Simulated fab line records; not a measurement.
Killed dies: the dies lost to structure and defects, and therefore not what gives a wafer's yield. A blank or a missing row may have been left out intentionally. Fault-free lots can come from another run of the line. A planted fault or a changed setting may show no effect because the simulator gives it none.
Matching of chambers / flow n5_finfet / 3 sister chambers for N5_BEOL_M5_CO_CAP_78 on cvd_co-01
The step material Co, precursor CCTBA/H2, target thk 2 nm, time 102.1 s. 6 wafers are shown with their chamber, then 12 later ones without.

## WAFERS, EACH WITH ITS CHAMBER
wafer=L088.5; chamber=2; heater_power_w (W)=231
wafer=L090.4; chamber=1; heater_power_w (W)=249
wafer=L090.5; chamber=2; heater_power_w (W)=232
wafer=L093.1; chamber=1; heater_power_w (W)=246
wafer=L093.3; chamber=0; heater_power_w (W)=229
wafer=L093.5; chamber=0; heater_power_w (W)=218

## WAFERS WHOSE CHAMBER IS MISSING
wafer=L092.1; heater_power_w (W)=224
wafer=L092.2; heater_power_w (W)=238
wafer=L092.5; heater_power_w (W)=238
wafer=L091.1; heater_power_w (W)=226
wafer=L091.4; heater_power_w (W)=232
wafer=L091.6; heater_power_w (W)=240
wafer=L095.1; heater_power_w (W)=221
wafer=L095.2; heater_power_w (W)=250
wafer=L095.4; heater_power_w (W)=245
wafer=L094.1; heater_power_w (W)=226
wafer=L094.4; heater_power_w (W)=239
wafer=L094.5; heater_power_w (W)=248

## THE CHAMBER EACH PASSED THROUGH
wafer=L092.1; from the rows above=can't be placed: 0 or 2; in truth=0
wafer=L092.2; from the rows above=can't be placed: 2 or 1 or 0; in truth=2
wafer=L092.5; from the rows above=can't be placed: 2 or 1 or 0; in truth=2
wafer=L091.1; from the rows above=can't be placed: 0 or 2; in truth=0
wafer=L091.4; from the rows above=can't be placed: 2 or 0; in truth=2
wafer=L091.6; from the rows above=can't be placed: 1 or 2 or 0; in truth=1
wafer=L095.1; from the rows above=can't be placed: 0 or 2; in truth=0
wafer=L095.2; from the rows above=1; in truth=1
wafer=L095.4; from the rows above=1; in truth=1
wafer=L094.1; from the rows above=can't be placed: 0 or 2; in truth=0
wafer=L094.4; from the rows above=can't be placed: 2 or 1 or 0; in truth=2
wafer=L094.5; from the rows above=1; in truth=1
Correct placement for 3 of the 12. Not placeable from these rows: 9 (in 9, the candidates include the true chamber). Wrongly placed: 0.
How it was worked out, from the rows above alone: a wafer's distance from a chamber is the root of the sum, over the readings, of the square of ((its reading less the chamber's mean) divided by the reading's scatter). If the next closest chamber is less than 2 further off than the closest, the wafer can't be placed; otherwise it belongs to the closest. A chamber's mean is the mean of its shown wafers. The scatter is the square root of a quotient: the sum, over the shown wafers, of each reading's squared deviation from its chamber's mean, divided by wafers minus chambers.
